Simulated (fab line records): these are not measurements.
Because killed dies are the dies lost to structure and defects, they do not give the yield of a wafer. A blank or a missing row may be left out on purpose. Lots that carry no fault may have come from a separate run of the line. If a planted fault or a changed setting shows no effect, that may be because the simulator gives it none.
Which tool did it? + flow nand harc + 15 lots (45 wafers sampled), 1 step of a 1302-step route

WHAT THE GAUGES SHOWED, per wafer
NHARC_A_CONTACT_OVL_MEAS_43.
| lot  | measured     | on         | overlay x nm (nm) | overlay y nm (nm) |
|------|--------------|------------|-------------------|-------------------|
| L252 | day 21 03:32 | overlay-02 | -0.7 -0.5 -0.3    | 0.6 0.2 0.0       |
| L251 | day 21 22:41 | overlay-01 | 0.7 0.3 0.8       | -0.7 -1.0 -0.8    |
| L255 | day 23 01:15 | overlay-01 | -1.8 -1.7 -1.8    | -1.6 -1.6 -2.2    |
| L256 | day 23 02:14 | overlay-01 | 0.0 1.3 0.0       | 0.8 0.5 0.6       |
| L259 | day 24 11:48 | overlay-01 | -0.2 0.0 0.1      | -1.0 -0.5 -0.6    |
| L257 | day 24 15:49 | overlay-02 | 0.4 0.0 0.0       | 0.1 0.4 -0.5      |
| L261 | day 26 06:14 | overlay-02 | 1.2 0.9 1.4       | -0.3 0.3 -0.7     |
| L263 | day 26 15:52 | overlay-02 | 0.9 0.4 0.7       | -0.6 -0.4 -0.9    |
| L262 | day 26 17:43 | overlay-02 | 0.1 0.4 0.0       | -1.3 -0.8 -0.5    |
| L265 | day 27 13:02 | overlay-01 | 1.0 1.2 0.8       | 0.9 0.6 1.1       |
| L268 | day 28 09:51 | overlay-02 | 0.0 -0.1 -0.8     | 0.0 0.0 -0.1      |
| L272 | day 30 00:07 | overlay-01 | 0.7 0.2 0.0       | 0.4 0.9 0.5       |
| L274 | day 30 04:24 | overlay-02 | -0.3 -0.3 0.1     | 0.6 0.2 0.9       |
| L271 | day 30 05:00 | overlay-02 | -1.5 -1.4 -0.7    | 1.0 1.0 1.3       |
| L273 | day 30 23:07 | overlay-02 | -0.4 0.2 -0.1     | 1.3 1.4 1.4       |

WHICH TOOL RAN EACH LOT (tool, then ch and the chambers of the sampled wafers, then the start)
Before these readings, the record contains no process step.

WHAT THE TOOLS THEMSELVES READ (means of the sampled wafers that have a number; where no wafer has one, the mark that the record gives instead)
The record holds no such reading with a usual standard deviation.

THE ANSWER, worked out from the rows above alone
Rule: usual is defined by the lots themselves. The widest of any qualifying gaps counts: lots, ordered by their means at a reading, are off when they make up no more than a third of the lots, leave a main group of 4 or more, and stand apart from it by 3 or more times the standard deviation of that group's means. Not used: any main group whose means are identical at the precision the tables above print for the reading. Also off: a lot with no number at a reading for which 4 or more lots have one. Where the step has rows for the other lots, those lots are counted as sound. First the gauges in route order, then the tools' own readings, where a lot's mean is used as printed above. At the first step where some lot is off, the reading lying furthest off is the one used; lots without a number count as furthest.
No lot is off on any of the readings shown, so nothing can be concluded from this.

WHAT WAS PUT IN BY THE SIMULATOR
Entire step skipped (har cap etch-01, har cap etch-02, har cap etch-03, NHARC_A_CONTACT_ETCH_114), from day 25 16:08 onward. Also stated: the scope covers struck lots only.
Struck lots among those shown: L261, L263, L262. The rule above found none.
